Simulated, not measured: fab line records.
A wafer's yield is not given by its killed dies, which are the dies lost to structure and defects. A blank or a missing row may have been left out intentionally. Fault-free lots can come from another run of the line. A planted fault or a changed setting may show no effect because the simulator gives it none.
Lot-split experiment | flow n5_finfet | 21 wafers read from 7 lots, route of 1938 steps

== SPLIT DETAILS ==
At N5_SDB_STRIP_22 (strips in N2/H2), the setting power_w was moved away from the recipe's 1000 W on 7 of the 21 wafers read, by -15.0% to -5.3%. All remaining wafers had this setting at the recipe value.

The reading is taken at the split's own step.

== THE READING ==
oes_product_au, in a.u., at N5_SDB_STRIP_22 (strips in N2/H2). Typical for fault-free wafers on this fab line: 0.714 a.u., with standard deviation 0.0046 a.u.

wafer  | tool, chamber at the split | power_w as run, W | against the recipe | oes_product_au, a.u. | against lot-mates on the recipe
L078.2 | plasma_asher-01, 1         | 1000              | recipe             | 0.716                | -
L078.3 | plasma_asher-01, 1         | 1000              | recipe             | 0.713                | -
L078.4 | plasma_asher-01, 0         | 886.8             | -11.3%             | 0.691                | -0.023
L079.3 | plasma_asher-01, 0         | 1000              | recipe             | 0.714                | -
L079.4 | plasma_asher-01, 1         | 890.8             | -10.9%             | 0.685                | -0.028
L079.6 | plasma_asher-01, 0         | 1000              | recipe             | 0.712                | -
L085.2 | plasma_asher-02, 1         | 1000              | recipe             | 0.713                | -
L085.3 | plasma_asher-02, 0         | 1000              | recipe             | 0.715                | -
L085.6 | plasma_asher-02, 0         | 1000              | recipe             | 0.715                | -
L088.2 | plasma_asher-01, 0         | 849.5             | -15.0%             | 0.676                | -0.037
L088.3 | plasma_asher-01, 1         | 1000              | recipe             | 0.714                | -
L088.5 | plasma_asher-01, 0         | 1000              | recipe             | 0.713                | -
L089.1 | plasma_asher-02, 1         | 929.3             | -7.1%              | 0.701                | -0.016
L089.3 | plasma_asher-02, 1         | 929.3             | -7.1%              | 0.698                | -0.019
L089.5 | plasma_asher-02, 1         | 1000              | recipe             | 0.717                | -
L090.3 | plasma_asher-02, 0         | 946.6             | -5.3%              | 0.701                | -0.008
L090.5 | plasma_asher-02, 1         | 1000              | recipe             | 0.709                | -
L090.6 | plasma_asher-02, 0         | 946.6             | -5.3%              | 0.703                | -0.006
L093.2 | plasma_asher-02, 1         | 1000              | recipe             | 0.713                | -
L093.3 | plasma_asher-02, 1         | 1000              | recipe             | 0.715                | -
L093.5 | plasma_asher-02, 0         | 1000              | recipe             | 0.711                | -

THE FIT
A straight line over all 21 wafers: oes_product_au changes by +0.00233 a.u. for each +1% of power_w; r = +0.98; the points scatter about the line by 0.0023 a.u.
The same after taking each lot's own level away (the mean of its wafers on the recipe; 21 wafers): +0.00235 a.u. for each +1%; r = +0.98; scatter 0.0023 a.u.
The reading moves by 0.035 a.u. for the largest change in power_w, on that fit.
The lots' own levels span 0.7090 to 0.7170 a.u., that is 1.7 times the standard deviation above.
The two slopes agree, so the slope changes little with the lot-to-lot level.
Check: for one of the wafers moved furthest among these (-15.0%), held out of the fit, the line's prediction against its lot-mates is -0.0335 a.u. It came out at -0.0375 a.u. against them.
Tool readings at the split's step, against how far the setting was moved: oes_product_au r = +0.98; strip_time_to_endpoint_s r = -0.99.

== OTHER SPLITS ON THESE WAFERS ==
Before the reading, these wafers also passed through other splits. Each is held against what the fit with the lots' levels taken away leaves over:
other split on the same wafers | wafers away from the commonest value | r with oes_product_au (lot level and that fit taken away)
N5_SD_EPI_P_EPI_21 temp_c      | 6                                    | +0.16

== THE WHOLE CHAIN: every reading that the file lists as answering this split, in the file's order ==
step            | what it does    | reading                  | change (the file's fit)                   | r (the file's)
N5_SDB_STRIP_22 | strips in N2/H2 | oes_product_au           | +0.00235 a.u. for each +1% of the setting | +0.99
N5_SDB_STRIP_22 | strips in N2/H2 | strip_time_to_endpoint_s | withheld for each +1% of the setting      | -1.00

== FILE'S OWN FIT ==
oes_product_au changes by +0.00235 a.u. for each +1% of power_w, r = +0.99.
